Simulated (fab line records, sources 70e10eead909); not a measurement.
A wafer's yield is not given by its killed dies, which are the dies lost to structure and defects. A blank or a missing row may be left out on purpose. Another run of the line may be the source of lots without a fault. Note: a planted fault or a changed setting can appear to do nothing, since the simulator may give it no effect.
A struck lot beside a sound one / flow nand-harc / 37 out of 1159 route steps
Sound: wafers L452.2, L452.5, L452.6. The struck wafers were L454.3, L454.4. At the end, the cause is stated.
Each step with rows lists, per side, the tool, then ch with its chambers, then its first start. Under that, the readings that differ: sound wafers / struck wafers / difference of the means / sigmas: that difference in standard deviations of wafers without a fault.
alike: a reading whose means differ by less than 2 such deviations, as well as words and numbers matching on both sides. not compared: withheld readings; readings where some wafer has no value; bounds like >300 that might hide an equal value; numbers whose values overlap and for which the record gives no deviation.
Wherever a step has rows on one side only, a row that says differs or no value, or a row with sigmas, the two part there. Numbers that have no deviation but don't overlap get no sigmas and don't part them. A reading missing from all wafers of one side parts the sides only when that side holds two or more wafers.

first, 5 steps without rows for these wafers: NHARC_A_SGD_CUT_PRECLEAN_18 (cleans in SC1); NHARC_A_SGD_CUT_SRD_19; NHARC_A_SGD_CUT_DEP_20 (deposits SiO2, target thk 150 nm); NHARC_A_SGD_CUT_ANNEAL_27 (time 1800 s); NHARC_A_SGD_CUT_CMP_21 (polishes, target thk 148.19 nm).
NHARC_A_SGD_CUT_THK_MEAS_22: measures by ellipsometry.
  sound on film-metro-01 at day 16 02:17; struck on film-metro-01 at day 16 18:11
  alike: thk-nm
then, 2 steps without rows for these wafers: NHARC_A_SGD_CUT_SRD_23; NHARC_A_SGD_CUT_ETCH_26 (etches SiO2 in dHF, target depth 45.8 nm).
NHARC_A_SGD_CUT_ETCHBACK_24: etches the open film in CH3F/O2, target depth 50 nm, time 92.857 s.
  sound on rie-diel-12 ch 0,1,3, day 16 02:32; struck on rie-diel-10 ch 1,3, day 16 18:26
  alike: drypump-motor-current-A, mfc-ar-sccm, oes-product-au, rf-vpp-V, showerhead-plenum-p-Torr, throttle-valve-pct
  not compared: rf-hours-counter-h
then, 1 step without rows for these wafers: NHARC_A_SGD_CUT_STRIP_28 (strips in O2, time 20 s).
NHARC_A_SGD_CUT_INSPECT_25:
  sound on defect-inspect-02 at day 16 02:46; struck on defect-inspect-01 at day 16 18:40
  alike: raw-defect-count
then, 1 step without rows for these wafers: NHARC_A_SLIT_DEP_25 (deposits SiO2, target thk 200 nm).
NHARC_A_SLIT_DEP_00: deposits aC, target thk 3200 nm.
  sound on acl-dep-01 ch 0, day 16 05:01; struck on acl-dep-02 ch 0, day 16 21:55
  alike: throttle-valve-pct
NHARC_A_SLIT_DEP_23: deposits SiON, target thk 100 nm.
  sound on pecvd-02 ch 0,1,2, day 16 06:41; struck on pecvd-03 ch 0,2, day 16 23:14
  alike: chamber-pressure-Torr, heater-power-w
then, 8 steps without rows for these wafers: NHARC_A_SLIT_DEHYDRATE_01 (time 120 s); NHARC_A_SLIT_HMDS_02 (time 30 s); NHARC_A_SLIT_COAT_03 (resist thk 90 nm); NHARC_A_SLIT_SOFTBAKE_04 (time 55 s); NHARC_A_SLIT_EBR_05; NHARC_A_SLIT_EXPOSE_06 (exposes mask SLIT); NHARC_A_SLIT_PEB_07 (peb time 65 s); NHARC_A_SLIT_DEVELOP_08 (develop time 35 s).
NHARC_A_SLIT_CD_MEAS_09 targets a cd of 300 nm.
  sound on cd-sem-01 ch 0, day 16 07:22; struck on cd-sem-01 ch 0, day 16 23:55
  alike: cd-nm
NHARC_A_SLIT_OVL_MEAS_10:
  sound on overlay-02 at day 16 07:28; struck on overlay-02 at day 17 00:00
  alike: overlay-x-nm, overlay-y-nm
NHARC_A_SLIT_INSPECT_11:
  sound on defect-inspect-01 at day 16 07:29; struck on defect-inspect-02 at day 17 00:02
  alike: raw-defect-count
then, 2 steps without rows for these wafers: NHARC_A_SLIT_DESCUM_14 (chemistry O2, time 3 s); NHARC_A_SLIT_ETCH_24 (etches the open film in CF4/CHF3, target depth 121 nm, time 60.5 s).
NHARC_A_SLIT_ETCH_15: etches the open film in O2/COS, target depth 3200 nm, time 832 s.
  sound: rie-diel-02 ch 2,3; struck: rie-diel-02 ch 1,2
  alike: drypump-motor-current-A, mfc-ar-sccm, oes-product-au, rf-vpp-V, showerhead-plenum-p-Torr, throttle-valve-pct
  not compared: rf-hours-counter-h
NHARC_A_SLIT_ETCH_17: etches the open film in C4F8/O2/Ar, time 1687.5 s, target depth 10100 nm.
  sound on har-etch-02 ch 0,1, day 16 08:48; struck on har-etch-01 ch 0,1, day 17 01:21
  alike: drypump-motor-current-A, he-backside-leak-sccm, mfc-ar-sccm, showerhead-plenum-p-Torr, throttle-valve-pct
  not compared: rf-hours-counter-h
then, 2 steps without rows for these wafers: NHARC_A_SLIT_ETCH_26 (etches the open film in C4F8/O2/Ar, time 90 s, target depth 400 nm); NHARC_A_SLIT_STRIP_28 (strips in O2/COS).
NHARC_A_SLIT_ETCH_29: etches the open film in CF4/O2, target depth 100 nm, overetch 10 nm, time 55 s.
  sound on rie-diel-07 ch 0,1,2, day 16 10:58; struck on rie-diel-09 ch 1, day 17 02:59
  alike: drypump-motor-current-A, mfc-ar-sccm, oes-product-au, rf-vpp-V, showerhead-plenum-p-Torr, throttle-valve-pct
  not compared: rf-hours-counter-h
then, 3 steps without rows for these wafers: NHARC_A_SLIT_STRIP_18 (strips in O2); NHARC_A_SLIT_PRECLEAN_19 (cleans in SC1); NHARC_A_SLIT_SRD_20.
NHARC_A_SLIT_CD_MEAS_21:
  sound on cd-sem-03 at day 16 11:29; struck on cd-sem-02 at day 17 03:35
  alike: cd-nm
-- jump in the record: it breaks off in module A_SLIT and resumes in module END (first step shown: number 1159 of the route), and 7 days separate the struck wafers' starts before and after --
NHARC_END_SORT_01:
  sound on prober-02 ch 0, day 23 09:31; struck on prober-02 ch 0, day 24 09:45
reading=killed-at-array; sound=23 33 18; struck=674 676; difference=+650; sigmas=+59
reading=killed-dies; sound=26 34 20; struck=677 677; difference=+650; sigmas=+59
  alike: killed-at-other, killed-at-periphery, killed-open, killed-short

== WHERE THEY PART ==
Only at NHARC_END_SORT_01, as far as this record shows.

WHY: what had been put in by the simulator
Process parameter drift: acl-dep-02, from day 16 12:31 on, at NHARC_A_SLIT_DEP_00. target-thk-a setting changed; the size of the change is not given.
